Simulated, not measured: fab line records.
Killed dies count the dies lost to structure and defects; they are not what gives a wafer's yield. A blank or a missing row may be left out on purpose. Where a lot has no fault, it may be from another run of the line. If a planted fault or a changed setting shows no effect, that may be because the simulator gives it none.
Split-lot experiment | flow n5 finfet | route with 1938 steps; 7 lots, 21 wafers read

## ABOUT THE SPLIT
At N5_MIM_BOT_ETCH_ETCH_03 (etches the open film in Cl2/BCl3, target depth 12 nm), the setting bias w was moved away from the recipe's 100 W on 7 of the 21 wafers read, by -11.8% to +7.9%. For the rest of the wafers, this setting stayed at what the recipe calls for.

The reading is taken at the split's own step.

## THE READING
etch.depth nm (the simulator's own value, which no gauge read), in nm, at N5_MIM_BOT_ETCH_ETCH_03 (etches the open film in Cl2/BCl3, target depth 12 nm). There is no usual value for it anywhere in the file. Across the 14 wafers here that went through the recipe, the average is 11.91 nm and the standard deviation 0.22 nm.

wafer  | tool, chamber at the split | bias w as run, W | against the recipe | etch.depth nm, nm | against lot-mates on the recipe
L079.2 | rie metal-03, 1            | 100              | recipe             | 11.86             | -
L079.4 | rie metal-03, 0,1          | 100              | recipe             | 11.89             | -
L079.5 | rie metal-03, 0,1          | 100              | recipe             | 11.89             | -
L081.3 | rie metal-02, 1            | 107.9            | +7.9%              | 12.45             | +0.38
L081.4 | rie metal-02, 0            | 107.9            | +7.9%              | 12.69             | +0.62
L081.5 | rie metal-02, 1            | 100              | recipe             | 12.07             | -
L082.1 | rie metal-02, 1            | 89.31            | -10.7%             | 11.63             | -0.56
L082.4 | rie metal-02, 1            | 100              | recipe             | 12.23             | -
L082.5 | rie metal-02, 1            | 100              | recipe             | 12.15             | -
L083.1 | rie metal-01, 0            | 107              | +7.0%              | 11.87             | +0.18
L083.3 | rie metal-01, 1            | 100              | recipe             | 11.64             | -
L083.5 | rie metal-01, 1            | 100              | recipe             | 11.74             | -
L088.2 | rie metal-01, 1            | 100              | recipe             | 11.81             | -
L088.3 | rie metal-01, 1            | 90.42            | -9.6%              | 11.41             | -0.30
L088.6 | rie metal-01, 0            | 100              | recipe             | 11.61             | -
L091.3 | rie metal-02, 0            | 100              | recipe             | 12.4              | -
L091.4 | rie metal-02, 1            | 88.18            | -11.8%             | 11.63             | -0.77
L091.6 | rie metal-02, 0            | 88.18            | -11.8%             | 11.78             | -0.62
L089.4 | rie metal-03, 1            | 100              | recipe             | 11.81             | -
L089.5 | rie metal-03, 0            | 100              | recipe             | 11.87             | -
L089.6 | rie metal-03, 1            | 100              | recipe             | 11.8              | -
Rows listing several chambers each stand for several wafers; the file does not say which wafer went through which chamber.

FIT RESULTS
A straight line over all 21 wafers: etch.depth nm changes by +0.0359 nm for each +1% of bias w; r = +0.64; the points scatter about the line by 0.25 nm.
The same after taking each lot's own level away (the mean of its wafers on the recipe; 21 wafers): +0.0523 nm for each +1%; r = +0.95; scatter 0.096 nm.
The reading moves by 0.62 nm for the largest change in bias w, on that fit.
Measured against the standard deviation above, the lots' own levels, which go from 11.690 to 12.400 nm, span 3.3 times it.
So the lot-to-lot level blurs the effect unless lot-mates are compared.
Check: for one of the wafers moved furthest among these (-11.8%), held out of the fit, the line's prediction against its lot-mates is -0.571 nm. Against them it came out at -0.77 nm.

## ADDITIONAL SPLITS CARRIED BY THESE WAFERS
Before the reading, these wafers also passed through other splits. Each is held against what the fit with the lots' levels taken away leaves over:
other split on the same wafers | wafers away from the commonest value | r with etch.depth nm (lot level and that fit taken away)
N5_BEOL_M11_COAT_63 spin rpm   | 10                                   | -0.04
N5_BEOL_M11_VIA_ETCH_34 time s | 8                                    | -0.47
N5_BEOL_M11_ETCH_41 time s     | 7                                    | -0.18
N5_BEOL_M13_COAT_58 spin rpm   | 6                                    | -0.36
N5_BEOL_M13_ETCH_59 time s     | 5                                    | +0.24
N5_BEOL_M15_COAT_22 spin rpm   | 11                                   | +0.38
N5_BEOL_M15_PEB_26 peb temp c  | 6                                    | -0.48
N5_MIM_BOT_SPUTTER_00 time s   | 3                                    | -0.31

## FILE'S OWN FIT
etch.depth nm changes by +0.0487 nm for each +1% of bias w, r = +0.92.
